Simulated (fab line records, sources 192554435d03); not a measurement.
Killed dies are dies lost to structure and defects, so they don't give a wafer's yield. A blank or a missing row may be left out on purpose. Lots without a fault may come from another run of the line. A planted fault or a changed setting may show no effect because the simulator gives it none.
One fault seen from 2 desks | flow n5_finfet | each desk has only its own numbers; what lay behind them comes last

THE TOOL OWNER'S DESK: rie_diel-04
The tool's own readings at N5_MOL_CONTACT_COAG_VIA_ETCH_46 (etches SiO2 in C4F6/O2, target depth 46 nm, overetch 9.2 nm, time 40 s): means of the sampled wafers that have a number, for each lot that ran on this tool. A lot is out of limits, marked OUT, if its mean lies more than 4 standard deviations from the usual mean; the brackets give that distance. Of its 8 readings 7 are shown: the one that was out of limits first, and those that lie furthest out on some lot.
Columns: A = C4F6_flow_sccm at N5_MOL_CONTACT_COAG_VIA_ETCH_46, usual 9.999 sccm; B = bias_w at N5_MOL_CONTACT_COAG_VIA_ETCH_46, usual 455.0 W; C = oes_ar_750_au at N5_MOL_CONTACT_COAG_VIA_ETCH_46, usual 0.80 a.u.; D = oes_product_au at N5_MOL_CONTACT_COAG_VIA_ETCH_46, usual 0.72 a.u.; E = rf_vpp_V at N5_MOL_CONTACT_COAG_VIA_ETCH_46, usual 1591 V; F = showerhead_plenum_p_Torr at N5_MOL_CONTACT_COAG_VIA_ETCH_46, usual 2.85 Torr; G = throttle_valve_pct at N5_MOL_CONTACT_COAG_VIA_ETCH_46, usual 40.9 %
lot  | first seen here | A      | B               | C    | D    | E    | F    | G
L535 | day 5 10:44     | 9.994  | 455.8           | 0.78 | 0.71 | 1603 | 2.91 | 41.2
L537 | day 5 20:53     | 10.030 | 455.5           | 0.77 | 0.68 | 1603 | 2.83 | 40.9
L542 | day 7 04:29     | 9.987  | 474.5 (+14) OUT | 0.78 | 0.71 | 1638 | 2.81 | 41.3
L543 | day 7 09:16     | 10.016 | 474.4 (+14) OUT | 0.68 | 0.62 | 1626 | 2.78 | 41.1
This desk's finding: out of limits on L542, L543; first on L542, day 7 04:29 (bias_w at N5_MOL_CONTACT_COAG_VIA_ETCH_46). In limits: L535, L537.

THE METROLOGY DESK
What the gauges read, lot by lot, whatever tool the lot ran on: means of the sampled wafers that have a number. A lot is out of limits, marked OUT, if its mean lies more than 4 standard deviations from the usual mean; the brackets give that distance. Of its 10 readings 7 are shown: those that lie furthest out on some lot.
Columns: A = DIBL_N at N5_BEOL_M4_RC_MEAS_101, usual 36.3 mV/V; B = DIBL_P at N5_BEOL_M4_RC_MEAS_101, usual 36.3 mV/V; C = IOFF_P at N5_BEOL_M4_RC_MEAS_101, usual 0.21 nA/um; D = ION_N at N5_BEOL_M4_RC_MEAS_101, usual 673 uA/um; E = ION_P at N5_BEOL_M4_RC_MEAS_101, usual 461 uA/um; F = VT_N at N5_BEOL_M4_RC_MEAS_101, usual 250 mV; G = VT_P at N5_BEOL_M4_RC_MEAS_101, usual -251 mV
lot  | first seen here | A    | B    | C    | D   | E   | F   | G
L535 | day 7 16:28     | 34.6 | 34.8 | 0.18 | 658 | 454 | 254 | -254
L536 | day 8 09:55     | 34.9 | 34.1 | 0.19 | 656 | 452 | 252 | -251
L537 | day 8 19:18     | 34.9 | 34.3 | 0.18 | 666 | 460 | 254 | -254
L542 | day 9 18:35     | 36.9 | 38.9 | 0.24 | 666 | 464 | 251 | -248
L541 | day 9 19:09     | 36.2 | 35.7 | 0.22 | 675 | 458 | 247 | -250
L543 | day 9 21:37     | 37.0 | 36.9 | 0.26 | 685 | 475 | 250 | -244
L554 | day 12 23:26    | 37.5 | 37.3 | 0.23 | 685 | 469 | 249 | -249
L555 | day 13 02:16    | 37.9 | 38.3 | 0.27 | 687 | 481 | 247 | -246
L556 | day 13 05:31    | 35.4 | 33.7 | 0.18 | 663 | 453 | 250 | -252
This desk's finding: nothing out of limits on any of the 9 lots.

PUT TOGETHER
The tool owner's desk could have raised an alarm at day 7 04:29, on L542, L543.
The metrology desk saw nothing out of limits.
The metrology desk has L542, L543 on record, within its limits.
Of the lots named, all ran N5_MOL_CONTACT_COAG_VIA_ETCH_46 on rie_diel-04.

WHAT THE SIMULATOR HAD PUT IN
Process parameter drift: rie_diel-04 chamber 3, from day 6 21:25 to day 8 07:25, at N5_MOL_CONTACT_COAG_VIA_ETCH_46. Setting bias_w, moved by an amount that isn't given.
Lots struck among those shown: L542, L543.
Hours from the fault's start to each desk's first reading out of limits: the tool owner's desk, 7.
